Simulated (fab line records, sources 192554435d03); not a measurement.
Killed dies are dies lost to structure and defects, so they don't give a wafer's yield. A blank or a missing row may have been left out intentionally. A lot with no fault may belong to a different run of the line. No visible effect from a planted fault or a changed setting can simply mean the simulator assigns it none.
Lot-split experiment | flow n5-finfet | 7 lots, 21 wafers read, on a route of 1938 steps

== ABOUT THE SPLIT ==
At N5_BEOL_M5_COAT_74 (time 60 s, resist thk 5 nm), the setting spin-rpm was moved away from the recipe's 1500 rpm on 8 of the 21 wafers read, by -4.6% to +9.1%. For the rest of the wafers, this setting stayed at what the recipe calls for.

== FROM THE SPLIT TO THE READING: what the file shows between them, 5 steps ==
- N5_BEOL_M5_EXPOSE_25: exposes mask V4, defocus 10 nm (also split here: dose-mj)
- N5_BEOL_M5_PEB_26: peb time 60 s
- N5_BEOL_M5_DEVELOP_27: develop time 30 s
- N5_BEOL_M5_CD_MEAS_28: target cd 30.6 nm, target cd y 20 nm
- N5_BEOL_M5_DESCUM_33: chemistry O2, time 7 s

== THE READING ==
etch.depth-nm (the simulator's own value, which no gauge read), in nm, at N5_BEOL_M5_ETCH_75 (etches underlayer in N2/H2, target depth 6.5 nm, time 5.2 s). The file does not state a usual value for it. The 13 wafers here that ran the recipe average 5.011 nm, standard deviation 0.017 nm.

wafer  | tool, chamber at the split | spin-rpm as run, rpm | against the recipe | etch.depth-nm, nm | against lot-mates on the recipe
L077.1 | litho-track-01, 0          | 1588                 | +5.9%              | 4.868             | -0.139
L077.2 | litho-track-01, 0          | 1500                 | recipe             | 5.008             | -
L077.5 | litho-track-01, 0          | 1500                 | recipe             | 5.006             | -
L078.1 | litho-track-05, 0          | 1500                 | recipe             | 4.994             | -
L078.4 | litho-track-05, 0          | 1441                 | -3.9%              | 5.082             | +0.088
L078.6 | litho-track-05, 0          | 1441                 | -3.9%              | 5.108             | +0.114
L086.2 | litho-track-01, 0          | 1500                 | recipe             | 5.045             | -
L086.4 | litho-track-01, 0          | 1500                 | recipe             | 5.044             | -
L086.5 | litho-track-01, 0          | 1500                 | recipe             | 5.027             | -
L087.2 | litho-track-05, 0          | 1636                 | +9.1%              | 4.792             | -0.208
L087.3 | litho-track-05, 0          | 1636                 | +9.1%              | 4.798             | -0.202
L087.5 | litho-track-05, 0          | 1500                 | recipe             | 5                 | -
L093.1 | litho-track-05, 0          | 1500                 | recipe             | 4.996             | -
L093.2 | litho-track-05, 0          | 1439                 | -4.1%              | 5.086             | +0.090
L093.6 | litho-track-05, 0          | 1439                 | -4.1%              | 5.096             | +0.100
L094.3 | litho-track-05, 0          | 1431                 | -4.6%              | 5.123             | +0.120
L094.4 | litho-track-05, 0          | 1500                 | recipe             | 5.007             | -
L094.5 | litho-track-05, 0          | 1500                 | recipe             | 4.999             | -
L097.3 | litho-track-05, 0          | 1500                 | recipe             | 5.003             | -
L097.4 | litho-track-05, 0          | 1500                 | recipe             | 4.998             | -
L097.6 | litho-track-05, 0          | 1500                 | recipe             | 5.01              | -

FIT RESULTS
A straight line over all 21 wafers: etch.depth-nm changes by -0.0231 nm for each +1% of spin-rpm; r = -0.99; the points scatter about the line by 0.015 nm.
The same after taking each lot's own level away (the mean of its wafers on the recipe; 21 wafers): -0.0234 nm for each +1%; r = -1.00; scatter 0.0074 nm.
That fit puts the effect of the largest move of spin-rpm on the reading at 0.21 nm.
Across the lots, their own levels run from 4.9940 to 5.0387 nm, a range of 2.7 times the standard deviation given above.
Hence the lot-to-lot level has little effect on the slope; both slopes agree.
Check: for one of the wafers moved furthest among these (+9.1%), held out of the fit, the line's prediction against its lot-mates is -0.212 nm. Against them it came out at -0.208 nm.

== ADDITIONAL SPLITS CARRIED BY THESE WAFERS ==
These wafers also went through other splits before the reading. Each is held against what the fit with the lots' levels taken away leaves over:
other split on the same wafers    | wafers away from the commonest value | r with etch.depth-nm (lot level and that fit taken away)
N5_BEOL_M3_ETCH_41 target-depth-a | 5                                    | -0.01
N5_BEOL_M4_EXPOSE_25 dose-mj      | 7                                    | -0.34
N5_BEOL_M4_DESCUM_33 time-s       | 8                                    | -0.16
N5_BEOL_M5_EXPOSE_25 dose-mj      | 6                                    | -0.17

== FILE'S OWN FIT ==
etch.depth-nm changes by -0.0237 nm for each +1% of spin-rpm, r = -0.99.
